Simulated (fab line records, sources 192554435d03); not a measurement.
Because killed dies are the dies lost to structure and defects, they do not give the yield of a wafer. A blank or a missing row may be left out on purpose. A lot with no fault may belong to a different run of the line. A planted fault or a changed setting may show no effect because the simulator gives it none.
Chamber matching || flow n5Finfet || N5_PASSIVATION_PECVD_01 on pecvd-02 has 3 sister chambers
The step deposits SiNx from SiH4/NH3/N2, target thk 200 nm, time 43.2 s. 3 wafers are shown with their chamber, then 7 later ones without.

== WAFERS PAIRED WITH THEIR CHAMBERS ==
{"wafer": "L088.1", "chamber": 1, "throttleValvePct (%)": 28.3}
{"wafer": "L089.1", "chamber": 2, "throttleValvePct (%)": 28.3}
{"wafer": "L089.4", "chamber": 0, "throttleValvePct (%)": 28.8}

== WAFERS WITH NO CHAMBER GIVEN ==
{"wafer": "L089.5", "throttleValvePct (%)": 28.5}
{"wafer": "L093.3", "throttleValvePct (%)": 29.2}
{"wafer": "L093.4", "throttleValvePct (%)": 29.1}
{"wafer": "L093.6", "throttleValvePct (%)": 28.4}
{"wafer": "L092.1", "throttleValvePct (%)": 28.4}
{"wafer": "L092.2", "throttleValvePct (%)": 29.1}
{"wafer": "L092.3", "throttleValvePct (%)": 28.5}

== WHICH CHAMBER EACH ONE RAN IN ==
{"wafer": "L089.5", "from the rows above": "can't be placed: 1 or 2 or 0", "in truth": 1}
{"wafer": "L093.3", "from the rows above": "can't be placed: 0 or 1 or 2", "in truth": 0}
{"wafer": "L093.4", "from the rows above": "can't be placed: 0 or 1 or 2", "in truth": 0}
{"wafer": "L093.6", "from the rows above": "can't be placed: 1 or 2 or 0", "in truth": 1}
{"wafer": "L092.1", "from the rows above": "can't be placed: 1 or 2 or 0", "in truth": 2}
{"wafer": "L092.2", "from the rows above": "can't be placed: 0 or 1 or 2", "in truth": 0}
{"wafer": "L092.3", "from the rows above": "can't be placed: 1 or 2 or 0", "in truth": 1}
Correctly placed: 0 of 7. These rows do not allow placing 7 (true chamber among the candidates in 7). 0 placed wrongly.
How it was worked out, from the rows above alone: a wafer's distance from a chamber is the root of the sum, over the readings, of the square of ((its reading less the chamber's mean) divided by the reading's scatter). If the next closest chamber is less than 2 further off than the closest, the wafer can't be placed; otherwise it belongs to the closest. The mean given for a chamber averages the wafers shown for that chamber. The scatter: root of mean squared gap, hidden wafer to nearest shown wafer, with one shown wafer a chamber.
